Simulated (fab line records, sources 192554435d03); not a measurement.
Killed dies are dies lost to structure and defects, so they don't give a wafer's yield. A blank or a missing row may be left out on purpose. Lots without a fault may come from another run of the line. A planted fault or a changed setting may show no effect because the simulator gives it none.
A struck lot beside a sound one | flow n5_finfet | 35 steps out of a route of 1938
Sound: wafers L838.1, L838.3, L838.6. Struck: wafer L852.1. (L852.4 of the same lot was not struck and is left out.) The cause comes at the end.
At each step with rows: each side's tool, then ch and its chambers, then its first start. Under that, the readings that differ: sound wafers | struck wafers | difference of the means | sigmas: that difference in standard deviations of wafers without a fault.
alike: readings whose means differ by less than 2 such deviations, and words and numbers that are the same on both sides. not compared: withheld readings, readings that some wafer has no value for, bounds like >300 that may hide the same value, and numbers for which the record gives no deviation and whose values overlap.
The two part at a step that has a row with sigmas, a row that says differs or no value, or rows on one side only. Numbers that don't overlap but have no deviation are shown without sigmas and don't part them. A reading that every wafer of one side lacks parts them only if that side has two wafers or more.

first, 12 steps without rows for these wafers: N5_SD_EPI_P_ETCH_37 (etches SOC in N2/H2, overetch 108 nm, time 486 s); N5_SD_EPI_P_STRIP_38 (strips in N2/H2); N5_SD_EPI_P_ETCHBACK_46 (etches SiNx in CH3F/O2, stops on SiO2, target depth 17.5 nm); N5_SD_EPI_P_ETCH_47 (etches SiOCN in CH3F/O2, target depth 25 nm); N5_SD_EPI_P_ETCH_16 (etches SiO2 in CHF3/O2, target depth 5 nm); N5_SD_EPI_P_STRIP_50 (strips in CHF3/O2); N5_SD_EPI_P_SD_RECESS_17 (chemistry HBr/Cl2/O2, target depth 39.1 nm, bt time 3 s); N5_SD_EPI_P_WET_ETCH_45 (etches SiO2 in dHF, time 10.7 s, target depth 2 nm, rinse time 30 s); N5_SD_EPI_P_STRIP_40 (strips in N2/H2); N5_SD_EPI_P_PRECLEAN_52 (cleans in O3/DIW, time 60 s); N5_SD_EPI_P_SRD_20 (time 30 s); N5_SD_EPI_P_PRECLEAN_51 (cleans in NF3:NH3, afs cycles 1, time 20 s, sublimation time 60 s).
N5_SD_EPI_P_VAPOR_ETCH_44: etches SiGe30 in NF3/Ar, time 3.3 s.
  sound on epi_rpcvd-03 ch 0, day 3 17:00; struck on epi_rpcvd-03 ch 0, day 7 03:29
then, 20 steps without rows for these wafers: N5_SD_EPI_P_EPI_21 (deposits SiGe:B, time 355 s); N5_SD_EPI_P_HM_STRIP_48 (strips SiNx in H3PO4, material SiNx, target depth 3 nm); N5_SD_EPI_P_SRD_49 (time 30 s); N5_SD_EPI_P_PRECLEAN_24 (cleans in O3/DIW, time 45 s); N5_SD_EPI_P_PRECLEAN_32 (cleans in dHF, time 10 s); N5_SD_EPI_P_PRECLEAN_33 (cleans in SC2, time 45 s); N5_SD_EPI_P_SRD_25 (time 30 s); N5_SD_ACTIVATION_RTA_00 (time 0 s); N5_SD_ACTIVATION_LSA_01 (time 0.0008 s); N5_ILD0_LINER_00 (material SiNx, target thk 4 nm, pulse time 1 s, purge time 2 s); N5_ILD0_FCVD_FILL_01 (material SiO2 flowable, target thk 200 nm, time 328.3 s); N5_ILD0_CURE_02 (time 1800 s); N5_ILD0_CMP_03 (polishes, stops on SiNx, t overpolish 1.9 s, target thk 197.38 nm); N5_ILD0_CMP_07 (polishes SiO2 flowable, stops on poly-Si, t overpolish 1.18 s, target thk 138.88 nm); N5_ILD0_PRECLEAN_10 (cleans in NF3:NH3, afs cycles 5, time 20 s, sublimation time 60 s); N5_ILD0_ALD_15 (deposits SiNx, target thk 24 nm, pulse time 1 s, ald cycles 480); N5_ILD0_CMP_12 (polishes SiNx, stops on poly-Si, t overpolish 6 s, target thk 17.67 nm); N5_SDB_HM_DEP_00 (deposits SiNx from SiH4/NH3/N2, target thk 40 nm, time 35.3 s); N5_SDB_COAT_03 (time 60 s, resist thk 100 nm); N5_SDB_COAT_04 (time 60 s, resist thk 18 nm).
-- the record jumps here: 6 days lie between the struck wafers' starts before and after (it left off in module SDB and takes up again in module BEOL_M4, whose first step shown is number 1111 of the route) --
N5_BEOL_M4_RC_MEAS_101:
  sound on prober-02 ch 0, day 8 05:22; struck on prober-01 ch 0, day 13 14:22
  reading            | sound             | struck | difference | sigmas
  DIBL_P (mV/V)      | 33.4 38.1 35.1    | 28.8   | -6.7       | -3
  IOFF_P (nA/um)     | 0.17 0.26 0.21    | 0.07   | -0.14      | -4
  IOFF_P_85C (nA/um) | 3.2 4.4 3.6       | 1.4    | -2.3       | -5
  IOFF_P_LIN (nA/um) | 0.089 0.117 0.100 | 0.041  | -0.061     | -5
  ION_P (uA/um)      | 457 466 459       | 409    | -52        | -6
  REXT_P (ohm.um)    | 104.2 102.6 102.4 | 130.0  | +26.9      | +10
  VT_P (mV)          | -248 -246 -248    | -271   | -24        | -8
  VT_P_LVT (mV)      | -99.1 -94.8 -97.1 | -117.6 | -20.6      | -8
  alike: DIBL_N, IOFF_N, ION_N, SS_N, SS_P, VT_N
-- the record jumps here: 5 days lie between the struck wafers' starts before and after (it left off in module BEOL_M4 and takes up again in module PASSIVATION, whose first step shown is number 1936 of the route) --
N5_PASSIVATION_PROBE_49:
  sound on prober-01, day 11 18:36; struck on prober-02, day 18 17:04
  reading              | sound          | struck | difference | sigmas
  sort_bin_8_speed (%) | 0 0 0          | 91.02  | +91.02     | +99 or more
  sort_n_pass          | 1078 1059 1069 | 0      | -1069      | -59
  sort_yield_pct (%)   | 91.4 89.7 90.6 | 0      | -91        | -60
  alike: defect_limited_yield, killed_at_M0_to_M3, killed_at_M4_up, killed_at_contacts, killed_at_front_end, killed_at_other, killed_dies, killed_open, killed_short, sort_bin_5_function, sort_bin_6_memory

WHERE THEY PART
First at N5_BEOL_M4_RC_MEAS_101; last, within this record, at N5_PASSIVATION_PROBE_49.

WHY: what the simulator had put in
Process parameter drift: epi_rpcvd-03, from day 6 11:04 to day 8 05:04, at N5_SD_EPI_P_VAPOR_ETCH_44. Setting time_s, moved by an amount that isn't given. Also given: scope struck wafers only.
